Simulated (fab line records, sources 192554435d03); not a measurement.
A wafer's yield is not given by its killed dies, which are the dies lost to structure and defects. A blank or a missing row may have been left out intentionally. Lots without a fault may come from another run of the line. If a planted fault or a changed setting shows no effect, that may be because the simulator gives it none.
Split-lot experiment :: flow n5_finfet :: 21 wafers read across 7 lots, on a route 1938 steps long

ABOUT THE SPLIT
At N5_BEOL_M15_ETCH_61 (etches BARC in N2/H2, target depth 89 nm, overetch 26.7 nm, time 67.9 s), the setting bias_w was moved away from the recipe's 150 W on 6 of the 21 wafers read, by +6.4% to +17.9%. This setting was run at the recipe's value on the other wafers.

The reading is taken at the split's own step.

THE READING
rf_vpp_V, in V, at N5_BEOL_M15_ETCH_61 (etches BARC in N2/H2, target depth 89 nm, overetch 26.7 nm, time 67.9 s). On this fab line, fault-free wafers typically give 522.4 V with a standard deviation of 2.2 V.

wafer: L075.1
tool, chamber at the split: rie_diel-03, 2
bias_w as run, W: 176.9
against the recipe: +17.9%
rf_vpp_V, V: 579.9
against lot-mates on the recipe: +54.3

wafer: L075.5
tool, chamber at the split: rie_diel-03, 3
bias_w as run, W: 176.9
against the recipe: +17.9%
rf_vpp_V, V: 578.0
against lot-mates on the recipe: +52.4

wafer: L075.6
tool, chamber at the split: rie_diel-03, 0
bias_w as run, W: 150
against the recipe: recipe
rf_vpp_V, V: 525.6
against lot-mates on the recipe: -

wafer: L077.2
tool, chamber at the split: rie_diel-06, 3
bias_w as run, W: 150
against the recipe: recipe
rf_vpp_V, V: 520.2
against lot-mates on the recipe: -

wafer: L077.4
tool, chamber at the split: rie_diel-06, 0
bias_w as run, W: 150
against the recipe: recipe
rf_vpp_V, V: 522.6
against lot-mates on the recipe: -

wafer: L077.5
tool, chamber at the split: rie_diel-06, 0
bias_w as run, W: 150
against the recipe: recipe
rf_vpp_V, V: 522.0
against lot-mates on the recipe: -

wafer: L081.2
tool, chamber at the split: rie_diel-01, 3
bias_w as run, W: 150
against the recipe: recipe
rf_vpp_V, V: 521.9
against lot-mates on the recipe: -

wafer: L081.4
tool, chamber at the split: rie_diel-01, 2
bias_w as run, W: 150
against the recipe: recipe
rf_vpp_V, V: 523.3
against lot-mates on the recipe: -

wafer: L081.6
tool, chamber at the split: rie_diel-01, 1
bias_w as run, W: 150
against the recipe: recipe
rf_vpp_V, V: 521.3
against lot-mates on the recipe: -

wafer: L090.4
tool, chamber at the split: rie_diel-06, 0
bias_w as run, W: 150
against the recipe: recipe
rf_vpp_V, V: 520.7
against lot-mates on the recipe: -

wafer: L090.5
tool, chamber at the split: rie_diel-06, 2
bias_w as run, W: 150
against the recipe: recipe
rf_vpp_V, V: 522.9
against lot-mates on the recipe: -

wafer: L090.6
tool, chamber at the split: rie_diel-06, 3
bias_w as run, W: 150
against the recipe: recipe
rf_vpp_V, V: 519.2
against lot-mates on the recipe: -

wafer: L091.3
tool, chamber at the split: rie_diel-01, 0
bias_w as run, W: 164.2
against the recipe: +9.5%
rf_vpp_V, V: 553.0
against lot-mates on the recipe: +31.4

wafer: L091.5
tool, chamber at the split: rie_diel-01, 1
bias_w as run, W: 150
against the recipe: recipe
rf_vpp_V, V: 521.6
against lot-mates on the recipe: -

wafer: L091.6
tool, chamber at the split: rie_diel-01, 0
bias_w as run, W: 164.2
against the recipe: +9.5%
rf_vpp_V, V: 552.8
against lot-mates on the recipe: +31.2

wafer: L092.1
tool, chamber at the split: rie_diel-06, 3
bias_w as run, W: 159.6
against the recipe: +6.4%
rf_vpp_V, V: 538.4
against lot-mates on the recipe: +17.4

wafer: L092.3
tool, chamber at the split: rie_diel-06, 2
bias_w as run, W: 159.6
against the recipe: +6.4%
rf_vpp_V, V: 545.2
against lot-mates on the recipe: +24.2

wafer: L092.4
tool, chamber at the split: rie_diel-06, 3
bias_w as run, W: 150
against the recipe: recipe
rf_vpp_V, V: 521.0
against lot-mates on the recipe: -

wafer: L093.1
tool, chamber at the split: rie_diel-01, 0
bias_w as run, W: 150
against the recipe: recipe
rf_vpp_V, V: 522.5
against lot-mates on the recipe: -

wafer: L093.3
tool, chamber at the split: rie_diel-01, 1
bias_w as run, W: 150
against the recipe: recipe
rf_vpp_V, V: 520.5
against lot-mates on the recipe: -

wafer: L093.6
tool, chamber at the split: rie_diel-01, 1
bias_w as run, W: 150
against the recipe: recipe
rf_vpp_V, V: 520.3
against lot-mates on the recipe: -

FIT RESULTS
A straight line over all 21 wafers: rf_vpp_V changes by +3.21 V for each +1% of bias_w; r = +1.00; the points scatter about the line by 1.8 V.
The same after taking each lot's own level away (the mean of its wafers on the recipe; 21 wafers): +3.05 V for each +1%; r = +1.00; scatter 1.7 V.
According to that fit, moving bias_w by its largest amount changes the reading by 55 V.
The span of the lots' own levels, 520.93 to 525.60 V, comes to 2.1 times the standard deviation stated above.
Consequently the slope shifts little with the lot-to-lot level, the two slopes agreeing.
Check: +55.2 V against its lot-mates is what the line predicts for one of the wafers moved furthest among these (+17.9%) when that wafer is left out of the fit. It came out at +54.3 V against them.
Tool readings at the split's step, against how far the setting was moved: rf_vpp_V r = +1.00.

OTHER SPLITS APPLIED TO THESE WAFERS
Other splits were also applied to these wafers ahead of the reading. Each is held against what the fit with the lots' levels taken away leaves over:
other split on the same wafers: N5_BEOL_M11_PEB_26 peb_time_s
wafers away from the commonest value: 7
r with rf_vpp_V (lot level and that fit taken away): +0.10

other split on the same wafers: N5_BEOL_M11_TRENCH_ETCH_37 bias_w
wafers away from the commonest value: 9
r with rf_vpp_V (lot level and that fit taken away): -0.31

other split on the same wafers: N5_BEOL_M12_ETCH_68 time_s
wafers away from the commonest value: 8
r with rf_vpp_V (lot level and that fit taken away): -0.04

other split on the same wafers: N5_BEOL_M13_COAT_65 spin_rpm
wafers away from the commonest value: 7
r with rf_vpp_V (lot level and that fit taken away): -0.16

other split on the same wafers: N5_BEOL_M13_SPUTTER_44 power_w
wafers away from the commonest value: 12
r with rf_vpp_V (lot level and that fit taken away): -0.17

other split on the same wafers: N5_BEOL_M15_COAT_60 spin_rpm
wafers away from the commonest value: 2
r with rf_vpp_V (lot level and that fit taken away): +0.04

THE FILE'S OWN FIT
rf_vpp_V changes by +3.06 V for each +1% of bias_w, r = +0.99.
